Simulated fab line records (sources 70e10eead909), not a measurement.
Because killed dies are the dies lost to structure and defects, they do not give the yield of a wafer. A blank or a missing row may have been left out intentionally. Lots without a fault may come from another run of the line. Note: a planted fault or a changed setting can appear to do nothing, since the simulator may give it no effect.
Which of the tools did it? ; flow nand-harc ; 24 lots, 72 wafers sampled, at 6 steps of a route of 1302

WHAT EACH GAUGE READ, for each wafer
Not one reading of a measure or inspect step in the record can be checked against a usual standard deviation.

TOOL THAT RAN EACH LOT (tool first, then ch and the chambers of the sampled wafers, then the start)
lot;NHARC_A_CONTACT_DEP_28;NHARC_A_CONTACT_ETCH_48;NHARC_A_CONTACT_ETCH_115;NHARC_A_CONTACT_ETCH_117;NHARC_A_CONTACT_ETCH_126;NHARC_A_CONTACT_ETCH_133
L074;acl-dep-02 ch 0, day 21 06:34;rie-diel-02 ch 1,2, day 21 11:09;har-cap-etch-02 ch 0,1, day 21 13:37;har-cap-etch-02 ch 0,1, day 21 13:58;har-cap-etch-03 ch 0,1, day 22 01:08;har-cap-etch-03 ch 0,1, day 22 02:22
L075;acl-dep-03 ch 0, day 21 22:58;rie-diel-03 ch 2,3, day 22 03:32;har-cap-etch-02 ch 0,1, day 22 06:49;har-cap-etch-02 ch 0,1, day 22 07:09;har-cap-etch-01 ch 0,1, day 22 16:55;har-cap-etch-01 ch 0,1, day 22 18:37
L077;acl-dep-03 ch 0, day 22 09:55;rie-diel-02 ch 0,1,2, day 22 15:12;har-cap-etch-02 ch 0,1, day 22 17:38;har-cap-etch-02 ch 0,1, day 22 17:59;har-cap-etch-02 ch 0, day 23 05:58;har-cap-etch-02 ch 0, day 23 07:15
L079;acl-dep-01 ch 0, day 22 12:00;rie-diel-03 ch 0,2,3, day 22 15:01;har-cap-etch-03 ch 0,1, day 22 17:53;har-cap-etch-03 ch 0,1, day 22 18:13;har-cap-etch-03 ch 0,1, day 23 06:29;har-cap-etch-03 ch 0,1, day 23 08:14
L078;acl-dep-01 ch 0, day 22 17:49;rie-diel-02 ch 0,2,3, day 22 22:58;har-cap-etch-01 ch 0,1, day 23 01:41;har-cap-etch-01 ch 0,1, day 23 02:08;har-cap-etch-01 ch 0,1, day 23 12:38;har-cap-etch-01 ch 0,1, day 23 13:55
L076;acl-dep-03 ch 0, day 22 17:53;rie-diel-03 ch 0,2,3, day 22 23:10;har-cap-etch-02 ch 0,1, day 23 01:57;har-cap-etch-02 ch 0,1, day 23 02:17;har-cap-etch-02 ch 0,1, day 23 13:08;har-cap-etch-02 ch 0,1, day 23 14:22
L080;acl-dep-03 ch 0, day 23 18:44;rie-diel-03 ch 0,1, day 23 23:10;har-cap-etch-01 ch 0,1, day 24 01:37;har-cap-etch-01 ch 0,1, day 24 01:57;har-cap-etch-03 ch 0,1, day 24 15:08;har-cap-etch-03 ch 0,1, day 24 16:23
L081;acl-dep-03 ch 0, day 24 05:11;rie-diel-02 ch 0,2, day 24 09:44;har-cap-etch-02 ch 0,1, day 24 12:12;har-cap-etch-02 ch 0,1, day 24 12:33;har-cap-etch-02 ch 0,1, day 24 22:42;har-cap-etch-02 ch 0,1, day 24 23:58
L082;acl-dep-02 ch 0, day 24 07:43;rie-diel-02 ch 0,1,2, day 24 13:08;har-cap-etch-01 ch 0,1, day 24 15:50;har-cap-etch-01 ch 0,1, day 24 16:10;har-cap-etch-01 ch 0,1, day 25 01:43;har-cap-etch-01 ch 0,1, day 25 02:56
L085;acl-dep-03 ch 0, day 25 19:00;rie-diel-03 ch 0,1,2, day 26 00:08;har-cap-etch-01 ch 0,1, day 26 02:34;har-cap-etch-01 ch 0,1, day 26 02:55;har-cap-etch-01 ch 0,1, day 26 13:20;har-cap-etch-01 ch 0,1, day 26 14:35
L084;acl-dep-01 ch 0, day 26 01:56;rie-diel-04 ch 0,2, day 26 05:47;har-cap-etch-02 ch 0,1, day 26 08:22;har-cap-etch-02 ch 0,1, day 26 08:42;har-cap-etch-03 ch 0,1, day 26 22:10;har-cap-etch-03 ch 0,1, day 26 23:29
L086;acl-dep-03 ch 0, day 26 01:57;rie-diel-04 ch 0,1,3, day 26 05:50;har-cap-etch-03 ch 0,1, day 26 09:20;har-cap-etch-03 ch 0,1, day 26 09:41;har-cap-etch-01 ch 0,1, day 27 01:17;har-cap-etch-01 ch 0,1, day 27 02:37
L083;acl-dep-03 ch 0, day 26 09:44;rie-diel-03 ch 0,1,2, day 26 14:18;har-cap-etch-02 ch 0,1, day 26 16:44;har-cap-etch-02 ch 0,1, day 26 17:05;har-cap-etch-01 ch 0,1, day 27 09:58;har-cap-etch-01 ch 0,1, day 27 11:14
L087;acl-dep-03 ch 0, day 26 22:10;rie-diel-04 ch 0,3, day 27 02:34;har-cap-etch-03 ch 0, day 27 05:01;har-cap-etch-03 ch 0, day 27 05:22;har-cap-etch-03 ch 0,1, day 27 17:37;har-cap-etch-03 ch 0,1, day 27 18:54
L089;acl-dep-01 ch 0, day 27 07:17;rie-diel-02 ch 0,1,2, day 27 11:13;har-cap-etch-03 ch 0,1, day 27 13:43;har-cap-etch-03 ch 0,1, day 27 14:04;har-cap-etch-01 ch 0,1, day 27 23:46;har-cap-etch-01 ch 0,1, day 28 02:06
L088;acl-dep-02 ch 0, day 27 07:46;rie-diel-04 ch 0,1,2, day 27 12:18;har-cap-etch-01 ch 0,1, day 27 15:04;har-cap-etch-01 ch 0,1, day 27 15:24;har-cap-etch-03 ch 0,1, day 28 00:32;har-cap-etch-03 ch 0,1, day 28 01:49
L090;acl-dep-02 ch 0, day 28 01:11;rie-diel-04 ch 1,2,3, day 28 04:11;har-cap-etch-03 ch 0,1, day 28 06:41;har-cap-etch-03 ch 0,1, day 28 07:02;har-cap-etch-03 ch 0,1, day 28 17:20;har-cap-etch-03 ch 0,1, day 28 18:42
L091;acl-dep-03 ch 0, day 28 13:34;rie-diel-04 ch 0,1,3, day 28 18:54;har-cap-etch-02 ch 0,1, day 28 21:23;har-cap-etch-02 ch 0,1, day 28 21:43;har-cap-etch-02 ch 0,1, day 29 07:03;har-cap-etch-02 ch 0,1, day 29 08:17
L092;acl-dep-01 ch 0, day 28 14:31;rie-diel-04 ch 0,1, day 28 20:24;har-cap-etch-01 ch 0,1, day 28 23:06;har-cap-etch-01 ch 0,1, day 28 23:26;har-cap-etch-01 ch 0,1, day 29 09:29;har-cap-etch-01 ch 0,1, day 29 10:44
L093;acl-dep-01 ch 0, day 29 04:56;rie-diel-04 ch 0,2,3, day 29 10:02;har-cap-etch-03 ch 0, day 29 12:46;har-cap-etch-03 ch 0, day 29 13:13;har-cap-etch-02 ch 0,1, day 30 02:14;har-cap-etch-02 ch 0,1, day 30 03:31
L094;acl-dep-03 ch 0, day 29 17:56;rie-diel-04 ch 0,1,3, day 29 22:31;har-cap-etch-03 ch 0,1, day 30 01:01;har-cap-etch-03 ch 0,1, day 30 01:21;har-cap-etch-03 ch 0,1, day 30 10:51;har-cap-etch-03 ch 0,1, day 30 12:08
L095;acl-dep-02 ch 0, day 29 22:01;rie-diel-04 ch 0,1,3, day 30 01:04;har-cap-etch-01 ch 0,1, day 30 04:11;har-cap-etch-01 ch 0,1, day 30 04:38;har-cap-etch-03 ch 0,1, day 30 14:55;har-cap-etch-03 ch 0,1, day 30 16:14
L096;acl-dep-03 ch 0, day 30 04:31;rie-diel-04 ch 0,1, day 30 09:08;har-cap-etch-01 ch 0,1, day 30 12:06;har-cap-etch-01 ch 0,1, day 30 12:26;har-cap-etch-01 ch 0,1, day 30 21:46;har-cap-etch-01 ch 0,1, day 30 23:00
L097;acl-dep-02 ch 0, day 31 05:44;rie-diel-03 ch 0,1,2, day 31 10:54;har-cap-etch-02 ch 0,1, day 31 14:01;har-cap-etch-02 ch 0,1, day 31 14:22;har-cap-etch-02 ch 0,1, day 32 03:29;har-cap-etch-02 ch 0,1, day 32 04:43
- NHARC_A_CONTACT_DEP_28: deposits aC, target thk 7000 nm.
- NHARC_A_CONTACT_ETCH_48: etches the open film in CF4, target depth 39 nm, time 65 s.
- NHARC_A_CONTACT_ETCH_115: etches the open film in C4F8/O2/Ar, time 190 s, target depth 1850 nm.
- NHARC_A_CONTACT_ETCH_117: etches the open film in C4F8/O2/Ar, time 190 s, target depth 1850 nm.
- NHARC_A_CONTACT_ETCH_126: etches the open film in C4F8/O2/Ar, time 197 s, target depth 1918 nm.
- NHARC_A_CONTACT_ETCH_133: etches the open film in C4F8/O2/Ar, time 374 s, target depth 1610 nm.

AS READ BY THE TOOLS THEMSELVES (means over the sampled wafers that have a number; for cases with no such wafer, the mark the record gives instead)
NHARC_A_CONTACT_DEP_28.
lot;tool;throttle-valve-pct (%)
L074;acl-dep-02;34.995
L075;acl-dep-03;35.000
L077;acl-dep-03;34.990
L079;acl-dep-01;35.002
L078;acl-dep-01;34.997
L076;acl-dep-03;34.996
L080;acl-dep-03;34.999
L081;acl-dep-03;35.001
L082;acl-dep-02;35.002
L085;acl-dep-03;35.003
L084;acl-dep-01;35.003
L086;acl-dep-03;34.994
L083;acl-dep-03;34.988
L087;acl-dep-03;35.002
L089;acl-dep-01;34.996
L088;acl-dep-02;34.996
L090;acl-dep-02;35.002
L091;acl-dep-03;34.998
L092;acl-dep-01;35.002
L093;acl-dep-01;35.008
L094;acl-dep-03;34.998
L095;acl-dep-02;34.996
L096;acl-dep-03;34.987
L097;acl-dep-02;34.998

NHARC_A_CONTACT_ETCH_48.
lot;tool;drypump-motor-current-A (A);mfc-ar-sccm (sccm);oes-product-au (a.u.);rf-vpp-V (V);showerhead-plenum-p-Torr (Torr);throttle-valve-pct (%)
L074;rie-diel-02;6.0;0.005;1.000;149.7;1.67;13.285
L075;rie-diel-03;6.4;0.008;1.001;150.5;1.72;13.284
L077;rie-diel-02;5.8;0.004;1.004;150.8;1.72;13.282
L079;rie-diel-03;6.2;0.004;0.994;150.3;1.73;13.278
L078;rie-diel-02;5.9;0.005;1.007;150.4;1.73;13.276
L076;rie-diel-03;6.2;0.004;0.987;151.0;1.73;13.282
L080;rie-diel-03;5.7;0.000;0.989;150.8;1.79;13.282
L081;rie-diel-02;5.7;0.002;1.015;150.3;1.75;13.287
L082;rie-diel-02;5.9;0.004;1.008;150.9;1.71;13.284
L085;rie-diel-03;6.0;0.000;0.997;151.2;1.74;13.294
L084;rie-diel-04;5.8;0.000;1.003;150.0;1.72;13.283
L086;rie-diel-04;5.6;0.003;1.001;151.5;1.73;13.284
L083;rie-diel-03;5.9;0.000;0.999;151.5;1.74;13.281
L087;rie-diel-04;5.6;0.002;1.007;150.2;1.71;13.287
L089;rie-diel-02;5.9;0.004;1.010;149.8;1.71;13.285
L088;rie-diel-04;5.8;0.002;0.999;150.2;1.73;13.278
L090;rie-diel-04;5.8;0.003;1.003;150.9;1.77;13.283
L091;rie-diel-04;5.6;0.003;1.013;150.6;1.72;13.284
L092;rie-diel-04;5.6;0.002;1.005;150.1;1.68;13.280
L093;rie-diel-04;5.8;0.002;1.009;151.4;1.75;13.279
L094;rie-diel-04;5.5;0.003;0.996;151.1;1.72;13.275
L095;rie-diel-04;5.6;0.003;1.006;150.1;1.72;13.273
L096;rie-diel-04;5.6;0.002;1.002;150.3;1.68;13.285
L097;rie-diel-03;6.0;0.000;1.006;151.2;1.82;13.280

THE ANSWER, worked out from the rows above alone
Rule: the lots themselves supply what counts as usual. Put in order of their means at a reading, lots are off if they are a third of the lots or fewer, leave a main group of 4 or more, and stand apart from it by a gap of 3 or more times the standard deviation of the main group's means; of several such gaps the widest counts. If all means in a main group match to the digits the tables above print for the reading, that group is not used. Also off: a lot with no number at a reading for which 4 or more lots have one. Where the step has rows for the other lots, those lots are counted as sound. After the gauges, taken in route order, come the tools' own readings; for these a lot's mean is taken, as printed above. The first step at which some lot is off is used, and at that step the reading that is off furthest; a lot without a number counts as furthest.
Nothing can be told from this: no lot is off at any reading shown.

WHAT WAS PUT IN BY THE SIMULATOR
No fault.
